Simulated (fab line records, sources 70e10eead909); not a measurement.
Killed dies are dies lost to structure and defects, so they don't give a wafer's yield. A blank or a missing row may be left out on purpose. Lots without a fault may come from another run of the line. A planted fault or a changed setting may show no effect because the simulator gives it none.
A struck lot beside a sound one | flow nand_harc | 14 steps out of a route of 1302
Sound: wafers L208.1, L208.2, L208.3. Struck: wafers L222.3, L222.4, L222.6. The cause comes at the end.
At each step with rows: each side's tool, then ch and its chambers, then its first start. Under that, the readings that differ: sound wafers | struck wafers | difference of the means | sigmas: that difference in standard deviations of wafers without a fault.
alike: readings whose means differ by less than 2 such deviations, and words and numbers that are the same on both sides. not compared: withheld readings, readings that some wafer has no value for, bounds like >300 that may hide the same value, and numbers for which the record gives no deviation and whose values overlap.
The two part at a step that has a row with sigmas, a row that says differs or no value, or rows on one side only. Numbers that don't overlap but have no deviation are shown without sigmas and don't part them. A reading that every wafer of one side lacks parts them only if that side has two wafers or more.

NHARC_A_STAIRCASE_ETCH_221: etches the open film in C4F8/O2, target depth 100 nm, time 40.5 s.
  sound on rie_diel-03 ch 0,1,2; struck on rie_diel-03 ch 0,3
  alike: oes_product_au, rf_vpp_V
  not compared: rf_hours_counter_h
then, 1 step without rows for these wafers: NHARC_A_STAIRCASE_TRIM_222 (chemistry O2, time 211.2 s).
NHARC_A_STAIRCASE_ETCH_223: etches the open film in C4F8/O2, target depth 100 nm, time 40.5 s.
  sound on rie_diel-03 ch 0,1,2; struck on rie_diel-03 ch 0,2,3
  alike: oes_product_au, rf_vpp_V
  not compared: rf_hours_counter_h
then, 2 steps without rows for these wafers: NHARC_A_STAIRCASE_TRIM_224 (chemistry O2, time 211.2 s); NHARC_A_STAIRCASE_ETCH_225 (etches the open film in C4F8/O2, target depth 100 nm, time 40.5 s).
NHARC_A_STAIRCASE_TRIM_226: chemistry O2, time 211.2 s.
  sound on rie_diel-03 ch 0,2,3; struck on rie_diel-03 ch 1,2,3
  alike: chamber_pressure_mTorr, drypump_motor_current_A, mfc_ar_sccm, oes_product_au, rf_vpp_V, showerhead_plenum_p_Torr, throttle_valve_pct
  not compared: rf_hours_counter_h
then, 1 step without rows for these wafers: NHARC_A_STAIRCASE_ETCH_227 (etches the open film in C4F8/O2, target depth 100 nm, time 40.5 s).
NHARC_A_STAIRCASE_TRIM_229: chemistry O2, time 211.2 s.
  sound on rie_diel-03 ch 0,1,3, day 17 22:59; struck on rie_diel-03 ch 1,3, day 23 08:51
  alike: chamber_pressure_mTorr, drypump_motor_current_A, mfc_ar_sccm, oes_product_au, rf_vpp_V, showerhead_plenum_p_Torr, throttle_valve_pct
  not compared: rf_hours_counter_h
then, 2 steps without rows for these wafers: NHARC_A_STAIRCASE_ETCH_230 (etches the open film in C4F8/O2, target depth 100 nm, time 40.5 s); NHARC_A_STAIRCASE_TRIM_231 (chemistry O2, time 211.2 s).
NHARC_A_STAIRCASE_ETCH_232: etches the open film in C4F8/O2, target depth 100 nm, time 40.5 s.
  sound on rie_diel-03 ch 0,2,3; struck on rie_diel-03 ch 0,1,2
  alike: oes_product_au, rf_vpp_V
  not compared: rf_hours_counter_h
NHARC_A_STAIRCASE_TRIM_233: chemistry O2, time 211.2 s.
  sound on rie_diel-03 ch 1,2,3, day 17 23:29; struck on rie_diel-03 ch 1,2, day 23 09:21
  no value came back on the struck wafers for any of 9 readings (bias_w (W), chamber_pressure_mTorr (mTorr) and others); on the sound wafers bias_w (W) reads 0 0 0
then, 1 step without rows for these wafers: NHARC_A_STAIRCASE_ETCH_234 (etches the open film in C4F8/O2, target depth 100 nm, time 40.5 s).
-- the record jumps here: 8 days lie between the struck wafers' starts before and after (it left off in module A_STAIRCASE and takes up again in module END, whose first step shown is number 1302 of the route) --
NHARC_END_SORT_01:
  the record has rows for the struck wafers here (prober-01 ch 0, day 31 16:37) and none for the sound ones

WHERE THEY PART
First at NHARC_A_STAIRCASE_TRIM_233; last, within this record, at NHARC_END_SORT_01.

WHY: what the simulator had put in
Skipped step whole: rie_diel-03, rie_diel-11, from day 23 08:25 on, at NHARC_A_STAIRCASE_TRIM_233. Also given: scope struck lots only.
